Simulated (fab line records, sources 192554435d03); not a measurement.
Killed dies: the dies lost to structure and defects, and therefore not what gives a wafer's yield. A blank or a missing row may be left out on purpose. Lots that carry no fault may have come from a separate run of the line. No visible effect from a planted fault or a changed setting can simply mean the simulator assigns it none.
fab line records	flow n5Finfet
record: lots: 5	wafers: 14	lastDay: 20
route steps=1938 shown START@1 ZERO_LAYER@2 WELL_APT@20 BEOL_M4@1111 PASSIVATION@1936
lots that met no fault: taken from a fault-free run of the same line
startH: hours from the record's first day to the start of the lot's first wafer shown	waitH: hours since the lot's step before	" as in the row above	L1.1+2: several wafers, shown together as one row	- either no value or no given start	* or withheld: withheld	< > ~ a bound
route shown NAME@n: a module of which the file shows steps, and the number in the route of the first	usual: mean/standard deviation taken from wafers without a fault	same: alike in all rows	chamber/n: place in a boat	sites: per-site readings	_std_site: the values' standard deviation	_edge_site: inner sites' mean taken away from outer sites' mean	radiusMm: how far each site lies from the wafer's centre	mask NAME#n: copy n	behind: the most recent tool/chamber to have shaped the wafer	hold: why the lot was held/for how many hours/how that ended	device: which transistor (n, p or np) failed to switch	end of line: tests run on the same wafers once the route is complete	step lacking rows: just its recipe	killed: dies lost to structure and defects at the first sort, not the wafer's yield	map: the dies of a wafer, with x for killed, . for not killed, _ for no die there
set.NAME: the setting the step ran with; set.NAME@STEP: the setting that earlier step ran with	model.NAME: the simulator's own value behind a step, which no gauge read
lots at selected steps of the route; one table per step, one row per wafer
services: a tool's chamber out of use, with start hour (startH, from the record's first day; less than 0 if before it), hours out, and reason
== steps ==
step: N5_START_INSPECT_01
recipe: inspectInstrument: unpatternedScan	mode: incoming
usual: rawDefectCount: 5.7/2.3
lot.wafer	tool	chamber	startH	waitH	rawDefectCount
L209.2	defectInspect-01	-	12.03	-	7
L209.3	"	-	"	"	8
L209.4	"	-	"	"	5
L217.1	defectInspect-01	-	60.03	-	4
L217.6	"	-	"	"	4
L221.1	defectInspect-02	-	84.03	-	7
L221.2	"	-	"	"	7
L221.6	"	-	"	"	5
L223.1	defectInspect-02	-	96.03	-	3
L223.2	"	-	"	"	2
L223.6	"	-	"	"	6
L227.1	defectInspect-02	-	120.03	-	9
L227.3	"	-	"	"	5
L227.4	"	-	"	"	6
step: N5_ZERO_LAYER_PRECLEAN_00
recipe: chemistry: SPM	timeS: 600	tempC: 120	mix: 4:1
step: N5_ZERO_LAYER_SRD_01
recipe: timeS: 30	tempC: 23	rinseLiquid: diw	dry: n2Spin	spinRpm: 1500	dryTimeS: 30
step: N5_ZERO_LAYER_PECVD_02
recipe: material: SiO2	targetThkA: 100	tempC: 400	precursor: SiH4/N2O	pressureTorr: 0.75	rfW: 275	timeS: 6
usual: chamberPressureTorr: 0.7501/0.0018	heaterPowerOuterW: 541/66	heaterPowerW: 879/91	showerheadPlenumPTorr: 8.03/0.14
lot.wafer	tool	chamber	startH	waitH	chamberPressureTorr	heaterPowerOuterW	heaterPowerW	showerheadPlenumPTorr	model.SiO2_of_ZERO_LAYER_PECVD_02.thkNm
L209.2	pecvd-03	1	12.28	0.0	0.7511	546	890	8.07	9.889
L209.3	"	0	"	"	0.7517	642	1014	8.17	9.707
L209.4	"	1	"	"	0.7529	542	870	8.08	10.2
L217.1	pecvd-03	0	60.28	0.0	0.7531	644	1017	8.18	6.033
L217.6	"	2	"	"	0.7488	521	837	7.76	9.827
L221.1	pecvd-04	0	84.28	0.0	0.7522	527	839	8.10	9.673
L221.2	"	2	"	"	0.7487	490	830	8.10	9.737
L221.6	"	1	"	"	0.7498	498	880	8.06	10.13
L223.1	pecvd-01	2	96.28	0.0	0.7515	455	756	7.81	9.863
L223.2	"	0	"	"	0.7475	643	1043	8.16	10.07
L223.6	"	2	"	"	0.7520	449	750	7.84	10.05
L227.1	pecvd-04	0	120.28	0.0	0.7468	583	915	8.10	9.768
L227.3	"	2	"	"	0.7518	488	806	8.09	10.01
L227.4	"	2	"	"	0.7515	487	808	8.09	10.09
step: N5_ZERO_LAYER_HMDS_04
recipe: timeS: 60	tempC: 120
step: N5_ZERO_LAYER_COAT_05
recipe: spinRpm: 1500	resistThkNm: 1000
step: N5_ZERO_LAYER_EBR_07
recipe: solvent: PGMEA	ebrWidthMm: 1.5
step: N5_ZERO_LAYER_SOFTBAKE_06
recipe: tempC: 100	timeS: 90
step: N5_ZERO_LAYER_EXPOSE_08
recipe: maskId: ZERO	na: 0.55	sourceShape: conventional	sigmaOuter: 0.8	polarization: unpolarized	defocusNm: 0	targetCdNm: 2000	doseMj: 16.2
step: N5_ZERO_LAYER_PEB_09
recipe: pebTempC: withheld	pebTimeS: *
step: N5_ZERO_LAYER_DEVELOP_10
recipe: developTimeS: 60	rinseLiquid: diw	dry: airSpin	devTempC: 21
step: N5_ZERO_LAYER_HARDBAKE_23
recipe: tempC: 130	timeS: 120
step: N5_ZERO_LAYER_CD_MEAS_11
recipe: targetCdNm: 2000	landingEnergyEv: 500	detector: seInlens
usual: cdNm: 2000.1/1.9
lot.wafer	tool	chamber	startH	waitH	cdNm
L209.2	cdSem-02	0	12.77	-	2002.1
L209.3	"	0	"	"	2000.5
L209.4	"	0	"	"	1996.9
L217.1	cdSem-01	0	60.65	-	2001.0
L217.6	"	0	"	"	2001.1
L221.1	cdSem-01	0	84.64	-	2001.6
L221.2	"	0	"	"	2001.5
L221.6	"	0	"	"	2002.9
L223.1	cdSem-02	0	96.64	-	2000.5
L223.2	"	0	"	"	2001.5
L223.6	"	0	"	"	2001.5
L227.1	cdSem-02	0	120.64	-	1997.4
L227.3	"	0	"	"	1999.4
L227.4	"	0	"	"	1996.9
step: N5_ZERO_LAYER_DESCUM_16
recipe: chemistry: O2	timeS: 7.9	sourcePowerW: 50	biasPowerW: 20	pressureMtorr: 20	rfFrequencyHz: 2.712e+07	tempC: 40	o2FlowSccm: 225
usual: chamberPressureMTorr: 19.999/0.017	drypumpMotorCurrentA: 5.9/0.35	o2FlowSccm: 225.0/0.63	oesProductAu: 0.78/0.08	rfVppV: 243.2/1.4	showerheadPlenumPTorr: 2.10/0.08	throttleValvePct: 20.44/0.27
lot.wafer	tool	chamber	startH	waitH	chamberPressureMTorr	drypumpMotorCurrentA	o2FlowSccm	oesProductAu	rfHoursCounterH	rfVppV	showerheadPlenumPTorr	throttleValvePct
L209.2	rieDiel-01	3	12.80	0.0	20.010	6.3	224.8	0.83	102	244.7	2.21	20.57
L209.3	"	1	"	"	19.991	6.1	224.7	0.85	61	241.6	2.04	20.33
L209.4	"	2	"	"	20.003	6.0	225.7	0.72	205	244.5	2.14	20.19
L217.1	rieDiel-04	0	60.69	0.0	20.000	5.7	225.8	0.79	111	243.1	2.11	20.35
L217.6	"	0	"	"	20.009	5.7	225.1	0.78	-	243.2	2.11	20.34
L221.1	rieDiel-06	2	84.76	0.1	20.022	5.2	224.4	0.68	218	243.8	2.17	20.42
L221.2	"	3	"	"	20.009	6.3	224.9	0.82	91	240.8	1.95	20.17
L221.6	"	1	"	"	19.998	5.7	224.5	0.70	-	244.0	2.16	20.23
L223.1	rieDiel-06	0	96.77	0.1	20.005	5.9	224.9	0.68	245	242.4	2.06	20.14
L223.2	"	1	"	"	19.992	5.7	223.4	0.71	199	244.6	2.15	20.24
L223.6	"	1	"	"	20.031	5.7	224.4	0.71	-	244.9	2.15	20.25
L227.1	rieDiel-01	0	120.68	0.0	20.006	6.1	225.6	0.83	80	241.0	1.96	20.60
L227.3	"	3	"	"	20.023	6.3	225.2	0.80	134	243.7	2.19	20.63
L227.4	"	1	"	"	20.035	6.1	225.1	0.81	92	242.2	2.03	20.36
step: N5_ZERO_LAYER_ETCH_17
recipe: chemistry: CF4	target: SiO2	targetDepthA: 120	timeS: 13.3	ionEnergyEv: 350	pressureMtorr: 40	sourceW: 450	biasW: 215	Ar_flow_sccm: 100	cf4FlowSccm: 100
usual: cf4FlowSccm: 100.0/0.32	chamberPressureMTorr: 40.00/0.037	drypumpMotorCurrentA: 5.9/0.34	oesProductAu: 0.78/0.081	rfVppV: 949/5	showerheadPlenumPTorr: 2.14/0.079	throttleValvePct: 15.64/0.21
lot.wafer	tool	chamber	startH	waitH	cf4FlowSccm	chamberPressureMTorr	drypumpMotorCurrentA	oesProductAu	rfHoursCounterH	rfVppV	showerheadPlenumPTorr	throttleValvePct
L209.2	rieDiel-01	3	12.84	0.0	100.3	40.00	6.3	0.83	102	956	2.24	15.68
L209.3	"	1	"	"	99.8	40.00	6.1	0.85	61	945	2.08	15.48
L209.4	"	2	"	"	100.4	39.99	6.1	0.72	205	954	2.21	15.61
L217.1	rieDiel-04	0	60.73	0.0	99.6	40.00	5.7	0.77	111	949	2.15	15.50
L217.6	"	0	"	"	100.0	40.02	5.7	0.76	-	949	2.15	15.49
L221.1	rieDiel-06	2	84.80	0.0	100.2	40.01	5.2	0.69	218	953	2.21	15.66
L221.2	"	3	"	"	100.7	40.00	6.3	0.81	91	941	2.01	15.43
L221.6	"	1	"	"	99.9	40.04	5.7	0.70	-	955	2.21	15.56
L223.1	rieDiel-06	0	96.81	0.0	99.4	40.05	5.9	0.69	245	947	2.11	15.50
L223.2	"	1	"	"	100.0	39.90	5.7	0.70	199	952	2.21	15.57
L223.6	"	1	"	"	100.3	40.01	5.7	0.71	-	953	2.21	15.58
L227.1	rieDiel-01	0	120.71	0.0	100.1	40.04	6.1	0.84	80	939	1.99	15.71
L227.3	"	3	"	"	100.4	40.02	6.3	0.79	134	955	2.23	15.72
L227.4	"	1	"	"	100.4	40.00	6.1	0.82	92	947	2.07	15.52
step: N5_ZERO_LAYER_ETCH_18
recipe: chemistry: HBr/Cl2	target: Si	targetDepthA: 1200	timeS: 40	pressureMtorr: 10	icpW: 800	biasW: 75	HBr_flow_sccm: 150	Cl2_flow_sccm: 80
usual: chamberPressureMTorr: 10.000/0.0086	drypumpMotorCurrentA: 5.8/0.42	oesProductAu: 0.998/0.012	throttleValvePct: 36.2/0.43
lot.wafer	tool	chamber	startH	waitH	chamberPressureMTorr	drypumpMotorCurrentA	oesProductAu	rfHoursCounterH	throttleValvePct
L209.2	rieSi-06	0	12.91	0.0	10.008	5.8	0.999	123	35.8
L209.3	"	3	"	"	10.012	5.2	0.995	187	36.1
L209.4	"	2	"	"	10.004	5.7	1.000	85	36.5
L217.1	rieSi-06	1	60.80	0.0	10.004	6.4	0.978	18	36.5
L217.6	"	2	"	"	9.999	5.7	1.009	-	36.6
L221.1	rieSi-01	1	84.87	0.0	10.006	5.2	0.999	17	37.1
L221.2	"	3	"	"	9.988	5.9	1.005	110	36.0
L221.6	"	3	"	"	9.986	5.9	1.012	-	36.1
L223.1	rieSi-01	3	96.88	0.0	9.988	6.0	1.007	110	36.1
L223.2	"	1	"	"	9.999	5.2	0.996	17	37.1
L223.6	"	2	"	"	10.012	5.7	0.994	-	35.6
L227.1	rieSi-06	3	120.79	0.0	10.000	5.2	1.002	190	36.1
L227.3	"	2	"	"	10.014	5.7	1.002	87	36.5
L227.4	"	0	"	"	9.994	5.8	0.989	125	35.7
step: N5_ZERO_LAYER_STRIP_24
recipe: chemistry: O2	powerW: 1000	tempC: 250	overashFraction: 0.3	pressureMtorr: 1000	o2FlowSccm: 6750
usual: chamberPressureMTorr: 1000.1/0.88	drypumpMotorCurrentA: 5.5/0.58	heaterPowerW: 328/23	o2FlowSccm: 6751/20	oesProductAu: 0.647/0.0046	stripTimeToEndpointS: 43.83/0.097
lot.wafer	tool	chamber	startH	waitH	chamberPressureMTorr	drypumpMotorCurrentA	heaterPowerW	o2FlowSccm	oesProductAu	rfHoursCounterH	stripTimeToEndpointS
L209.2	plasmaAsher-01	0	13.05	0.1	1000.2	5.6	329	6736	0.642	72	43.69
L209.3	"	1	"	"	1000.6	6.3	295	6732	0.650	-	43.84
L209.4	"	0	"	"	999.5	5.5	324	6729	0.639	-	43.86
L217.1	plasmaAsher-02	0	60.91	0.1	999.2	5.6	330	6747	0.642	32	43.77
L217.6	"	0	"	"	1001.0	5.6	334	6748	0.643	-	43.75
L221.1	plasmaAsher-02	1	84.98	0.1	998.6	4.6	355	6746	0.652	37	43.73
L221.2	"	0	"	"	999.7	5.6	327	6769	0.652	37	43.63
L221.6	"	0	"	"	1000.2	5.6	327	6753	0.652	-	43.63
L223.1	plasmaAsher-02	0	96.98	0.1	1000.2	5.6	333	6733	0.655	40	43.86
L223.2	"	1	"	"	999.1	4.6	359	6762	0.652	40	43.89
L223.6	"	0	"	"	999.0	5.6	330	6742	0.651	-	43.81
L227.1	plasmaAsher-02	1	120.89	0.1	998.8	4.6	360	6779	0.638	44	43.89
L227.3	"	0	"	"	999.6	5.6	331	6775	0.648	-	43.92
L227.4	"	1	"	"	999.1	4.6	360	6748	0.648	-	43.90
step: N5_ZERO_LAYER_STRIP_19
recipe: chemistry: SPM	timeS: 900	tempC: 130	h2so4H2o2VolRatio: 4	dry: ipaMarangoni
step: N5_ZERO_LAYER_INSPECT_20
recipe: inspectInstrument: darkfield	mode: postClean
usual: rawDefectCount: 34/15
lot.wafer	tool	chamber	startH	waitH	rawDefectCount
L209.2	defectInspect-01	-	13.41	0.0	16
L209.3	"	-	"	"	14
L209.4	"	-	"	"	27
L217.1	defectInspect-02	-	61.27	0.0	76
L217.6	"	-	"	"	29
L221.1	defectInspect-02	-	85.34	0.0	37
L221.2	"	-	"	"	40
L221.6	"	-	"	"	63
L223.1	defectInspect-01	-	97.34	0.0	23
L223.2	"	-	"	"	56
L223.6	"	-	"	"	58
L227.1	defectInspect-02	-	121.26	0.0	43
L227.3	"	-	"	"	40
L227.4	"	-	"	"	24
step: N5_WELL_APT_HMDS_01
recipe: timeS: 60	tempC: 120
step: N5_WELL_APT_COAT_02
recipe: spinRpm: 1357	resistThkNm: 950
step: N5_WELL_APT_EBR_04
recipe: solvent: PGMEA	ebrWidthMm: 1.5
step: N5_WELL_APT_SOFTBAKE_03
recipe: tempC: 130	timeS: 60
step: N5_WELL_APT_EXPOSE_05
recipe: maskId: NWELL	na: 0.8	sourceShape: conventional	sigmaOuter: 0.8	polarization: unpolarized	defocusNm: 0	targetCdNm: 200	doseMj: 20.3
step: N5_WELL_APT_PEB_06
recipe: pebTempC: 130	pebTimeS: 90
step: N5_WELL_APT_DEVELOP_07
recipe: developTimeS: 45	rinseLiquid: surfactantRinse	dry: airSpin	devTempC: 21
step: N5_WELL_APT_HARDBAKE_12
recipe: tempC: 130	timeS: 120
step: N5_WELL_APT_CD_MEAS_08
recipe: targetCdNm: 200	landingEnergyEv: 500	detector: seInlens
usual: cdNm: 199.2/1.6
lot.wafer	tool	chamber	startH	waitH	cdNm
L209.2	cdSem-01	0	13.84	-	199.7
L209.3	"	0	"	"	198.1
L209.4	"	0	"	"	196.6
L217.1	cdSem-03	0	61.57	-	199.2
L217.6	"	0	"	"	198.1
L221.1	cdSem-01	0	85.76	-	199.3
L221.2	"	0	"	"	201.7
L221.6	"	0	"	"	198.0
L223.1	cdSem-02	0	97.65	-	200.4
L223.2	"	0	"	"	200.2
L223.6	"	0	"	"	199.1
L227.1	cdSem-01	0	121.56	-	196.6
L227.3	"	0	"	"	199.7
L227.4	"	0	"	"	199.8
step: N5_WELL_APT_OVL_MEAS_09
recipe: pointsPerWafer: 44
usual: NWELL_OVL: 5/5.8
lot.wafer	tool	chamber	startH	waitH	NWELL_OVL[nm]
L209.2	overlay-01	0	13.87	0.0	0
L209.3	"	0	"	"	-2
L209.4	"	0	"	"	11
L217.1	overlay-02	0	61.60	0.0	7
L217.6	"	0	"	"	6
L221.1	overlay-01	0	85.79	0.0	1
L221.2	"	0	"	"	7
L221.6	"	0	"	"	4
L223.1	overlay-01	0	97.68	0.0	12
L223.2	"	0	"	"	7
L223.6	"	0	"	"	16
L227.1	overlay-01	0	121.59	0.0	2
L227.3	"	0	"	"	8
L227.4	"	0	"	"	13
step: N5_WELL_APT_INSPECT_10
recipe: mode: adi	inspectInstrument: macro
usual: rawDefectCount: 2.0/1.5
lot.wafer	tool	chamber	startH	waitH	rawDefectCount
L209.2	defectInspect-01	-	13.90	0.0	4
L209.3	"	-	"	"	2
L209.4	"	-	"	"	3
L217.1	defectInspect-02	-	61.62	0.0	1
L217.6	"	-	"	"	2
L221.1	defectInspect-02	-	85.82	0.0	5
L221.2	"	-	"	"	1
L221.6	"	-	"	"	4
L223.1	defectInspect-01	-	97.70	0.0	1
L223.2	"	-	"	"	1
L223.6	"	-	"	"	0
L227.1	defectInspect-02	-	121.62	0.0	2
L227.3	"	-	"	"	2
L227.4	"	-	"	"	3
step: N5_WELL_APT_DESCUM_13
recipe: chemistry: O2	timeS: 7.9	sourcePowerW: 50	biasPowerW: 20	pressureMtorr: 20	rfFrequencyHz: 2.712e+07	tempC: 40	o2FlowSccm: 225
usual: chamberPressureMTorr: 20.001/0.018	drypumpMotorCurrentA: 5.9/0.58	o2FlowSccm: 225.0/0.61	oesProductAu: 0.80/0.089	rfVppV: 243.2/1.5	showerheadPlenumPTorr: 2.10/0.085	throttleValvePct: 20.34/0.24
lot.wafer	tool	chamber	startH	waitH	chamberPressureMTorr	drypumpMotorCurrentA	o2FlowSccm	oesProductAu	rfHoursCounterH	rfVppV	showerheadPlenumPTorr	throttleValvePct
L209.2	rieDiel-05	0	13.93	0.0	19.997	6.4	224.9	0.73	195	242.4	1.98	20.76
L209.3	"	1	"	"	19.992	5.2	225.2	0.76	157	242.0	2.08	20.08
L209.4	"	2	"	"	20.010	5.8	224.8	0.92	16	243.9	2.14	20.02
L217.1	rieDiel-02	2	62.07	0.4	20.004	6.5	225.5	0.82	100	241.3	2.03	20.38
L217.6	"	2	"	"	20.002	6.4	225.5	0.82	-	241.5	2.03	20.39
L221.1	rieDiel-02	0	85.85	0.0	20.025	5.3	224.4	0.93	3	245.8	2.22	20.31
L221.2	"	2	"	"	19.997	6.5	224.1	0.81	112	243.0	2.02	20.41
L221.6	"	2	"	"	20.017	6.5	225.0	0.80	-	241.5	2.02	20.41
L223.1	rieDiel-02	0	97.74	0.0	19.977	5.3	224.3	0.92	10	245.6	2.22	20.32
L223.2	"	2	"	"	19.996	6.5	224.9	0.81	118	243.2	2.02	20.42
L223.6	"	1	"	"	20.005	5.6	225.2	1.02	-	242.5	2.07	20.10
L227.1	rieDiel-05	3	121.83	0.2	19.969	5.3	224.1	0.73	166	243.8	2.09	20.19
L227.3	"	2	"	"	19.976	5.8	224.6	0.86	51	243.5	2.13	20.04
L227.4	"	1	"	"	20.024	5.1	225.2	0.72	192	243.5	2.06	20.12
step: N5_WELL_APT_IMPLANT_14
recipe: species: P	energyKev: 160	doseCm2: 1.5e+13	tiltDeg: 0	rotationDeg: 0
step: N5_WELL_APT_IMPLANT_15
recipe: species: As	energyKev: 25	doseCm2: 1.5e+13	tiltDeg: 0	rotationDeg: 0
step: N5_BEOL_M4_RC_MEAS_101
usual: DIBL_N: 37.0/1.6	DIBL_P: 37.0/2.1	IOFF_N: 0.17/0.032	IOFF_P: 0.22/0.043	ION_N: 679/13	ION_P: 465/9.5	RS_PWELL: 3014/22	SS_N: 71.7/0.59	SS_P: 73.6/0.64	VT_N: 249/3.2	VT_P: -249/4.1
lot.wafer	tool	chamber	startH	waitH	DIBL_N[mV/V]	DIBL_P[mV/V]	IOFF_N[nA/um]	IOFF_P[nA/um]	ION_N[uA/um]	ION_P[uA/um]	RS_PWELL[ohm/sq]	SS_N[mV/dec]	SS_P[mV/dec]	VT_N[mV]	VT_P[mV]
L209.2	prober-01	0	237.49	0.2	36.9	34.1	0.14	0.16	667	451	3016	71.4	73.0	254	-256
L209.3	"	0	"	"	38.1	35.5	0.16	0.18	668	454	3013	72.6	74.3	252	-252
L209.4	"	0	"	"	37.2	36.2	0.15	0.19	676	463	3031	71.5	73.6	254	-253
L217.1	prober-01	0	295.44	0.0	38.5	38.4	0.22	0.25	705	481	2939	71.6	74.5	245	-246
L217.6	"	0	"	"	37.5	37.0	0.18	0.22	677	462	3040	71.6	73.4	249	-248
L223.1	prober-02	0	320.14	0.0	33.8	32.9	0.13	0.19	673	468	3011	70.7	73.3	252	-248
L223.2	"	0	"	"	36.9	36.9	0.17	0.27	677	473	2950	71.8	73.8	247	-246
L223.6	"	0	"	"	34.1	33.1	0.12	0.20	671	467	2993	71.8	72.4	251	-250
L221.1	prober-02	0	341.62	0.0	40.0	40.1	0.22	0.31	690	479	2996	72.0	75.0	247	-243
L221.2	"	0	"	"	36.0	35.6	0.15	0.24	681	478	2998	71.6	73.0	248	-246
L221.6	"	0	"	"	40.4	40.5	0.23	0.33	694	482	3014	72.9	74.8	246	-240
L227.1	prober-02	0	363.65	0.0	36.2	35.1	0.15	0.20	665	454	3011	71.8	73.1	253	-255
L227.3	"	0	"	"	33.1	30.6	0.10	0.14	649	451	2986	70.4	72.3	254	-259
L227.4	"	0	"	"	35.2	34.6	0.13	0.19	668	459	2995	70.9	73.0	252	-254
step: N5_PASSIVATION_PROBE_49
usual: defectLimitedYield: 91.2/1.6	killed_at_M0_to_M3: 33/11	killed_at_M4_up: 14/5	killedAtContacts: 12/5.8	killedAtFrontEnd: 41/12	killedAtOther: 3.5/2.9	killedDies: 104/19	killedOpen: 68/14	killedShort: 34/8.8	sort_bin_4_leakage: 0.00/0.017	sort_bin_5_function: 5.2/1.1	sort_bin_6_memory: 3.2/0.71	sortNPass: 1076/19	sortYieldPct: 91.2/1.6
same: grossDies: 1180	killedAtBackSide: 0	sort_bin_8_speed[%]: 0
lot.wafer	tool	chamber	startH	waitH	defectLimitedYield[%]	killed_at_M0_to_M3	killed_at_M4_up	killedAtContacts	killedAtFrontEnd	killedAtOther	killedDies	killedOpen	killedShort	sort_bin_4_leakage[%]	sort_bin_5_function[%]	sort_bin_6_memory[%]	sortNPass	sortYieldPct[%]
L217.1	prober-02	-	397.86	0.0	90.4	24	13	28	44	4	113	68	39	0	5.1	3.8	1067	90.4
L227.3	prober-02	-	474.66	0.1	91.9	29	10	8	48	1	96	54	34	0	5.2	2.1	1084	91.9
killed by level:class
L217.1 MOL_CONTACT_COAG:geometricParticle:open=22 FIN_SAQP:geometricParticle:short=11 STI_FIN_REVEAL:geometricParticle:open=7 BEOL_M3:geometricParticle:open=7 BEOL_M4:geometricParticle:open=7 MOL_CONTACT_COAG:geometricParticle:short=6 FIN_SAQP:geometricParticle:open=5 BEOL_M0_SAQP:geometricParticle:short=5
L227.3 FIN_SAQP:geometricParticle:short=13 FIN_SAQP:geometricParticle:open=7 HKMG_FIN:areaEtch=7 STI_FIN_REVEAL:geometricParticle:open=6 MOL_CONTACT_COAG:geometricParticle:open=6 BEOL_M0_SAQP:geometricParticle:short=6 BEOL_M0_SAQP:geometricParticle:open=6 BEOL_M1:geometricParticle:open=5
== services ==
tool	chamber	startH	hours	kind
rieDiel-02	3	-7.68	-	clean
rieDiel-02	3	-7.68	-	consumableReplace:focusRing
rieDiel-02	3	-7.68	-	consumableReplace:showerhead
rieDiel-02	3	-7.68	18.6	scheduledDown
rieDiel-02	3	-7.68	18.6	ventCycle
rieDiel-04	2	4.78	15.1	repair
rieDiel-02	1	5.13	11.9	repair
rieDiel-02	0	9.65	47.3	repair
rieDiel-06	3	13.48	11.6	repair
rieDiel-04	-	19.03	0.3	repair
rieDiel-06	3	29.13	5.4	repair
rieDiel-06	1	30.45	14.7	repair
rieDiel-05	0	42.29	10.2	repair
pecvd-03	-	46.93	1.7	repair
rieDiel-02	3	56.63	1.3	repair
rieDiel-02	0	58.10	-	clean
rieSi-01	-	65.71	4.0	pm
rieDiel-06	1	98.68	2.0	repair
rieDiel-06	0	116.04	-	clean
rieDiel-06	0	116.04	-	consumableReplace:focusRing
rieDiel-06	0	116.04	20.9	scheduledDown
rieDiel-06	0	116.04	20.9	ventCycle
rieSi-06	2	117.57	1.7	repair
rieSi-01	2	118.57	3.7	repair
== key ==
firstSign: step: N5_BEOL_M4_RC_MEAS_101	reading: RS_PWELL	direction: down	sigmas: 3.3	usual: 3014	struck: 2939
effect none on later readings
modelEffect: step: N5_ZERO_LAYER_PECVD_02	value: SiO2_of_ZERO_LAYER_PECVD_02.thkNm	without: 9.679	struck: 6.033
metAt N5_ZERO_LAYER_PECVD_02
struckWafers L217.1
onsetBetween 12.28 60.28
fault: kind: processParameterDrift	tool: pecvd-03	chamber: -	onsetH: 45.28	steps: N5_ZERO_LAYER_PECVD_02	channel: timeS	offset: *	shape: step	endH: 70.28	scope: struckWafersOnly	actsIn: *	stated: *
